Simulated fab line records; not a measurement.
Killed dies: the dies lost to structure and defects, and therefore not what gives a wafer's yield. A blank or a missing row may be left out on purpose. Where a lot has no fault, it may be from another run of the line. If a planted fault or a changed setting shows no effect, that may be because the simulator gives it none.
Chamber matching | flow n5Finfet | 4 sister chambers for N5_BEOL_M11_VIA_ETCH_34 on rieDiel-03
The step etches SiCOH lowk in C4F6/O2, target depth 184.5 nm, time 69.2 s. 4 wafers are shown with their chamber, then 8 later ones without.

== WAFERS PAIRED WITH THEIR CHAMBERS ==
wafer  | chamber | drypumpMotorCurrentA (A)
L084.2 | 3       | 4.7
L084.3 | 1       | 5.9
L081.5 | 2       | 5.4
L088.2 | 0       | 5.2

== WAFERS WITHOUT THEIR CHAMBER ==
wafer  | drypumpMotorCurrentA (A)
L088.3 | 5.9
L088.5 | 4.7
L092.2 | 5.4
L092.3 | 6.0
L092.5 | 4.8
L096.3 | 5.9
L096.4 | 5.4
L096.5 | 4.7

== WHICH CHAMBER EACH ONE RAN IN ==
wafer  | from the rows above | in truth
L088.3 | 1                   | 1
L088.5 | 3                   | 3
L092.2 | 2                   | 2
L092.3 | 1                   | 1
L092.5 | 3                   | 3
L096.3 | 1                   | 1
L096.4 | 2                   | 2
L096.5 | 3                   | 3
8 of 8 placed correctly. From these rows, 0 cannot be placed. 0 placed wrongly.
How it was worked out, from the rows above alone: a wafer's distance from a chamber is the root of the sum, over the readings, of the square of ((its reading less the chamber's mean) divided by the reading's scatter). The wafer belongs to the nearest chamber; if the next one is less than 2 further off, it can't be placed. Each chamber's mean is taken over the wafers shown for it. The scatter: root of mean squared gap, hidden wafer to nearest shown wafer, with one shown wafer a chamber.
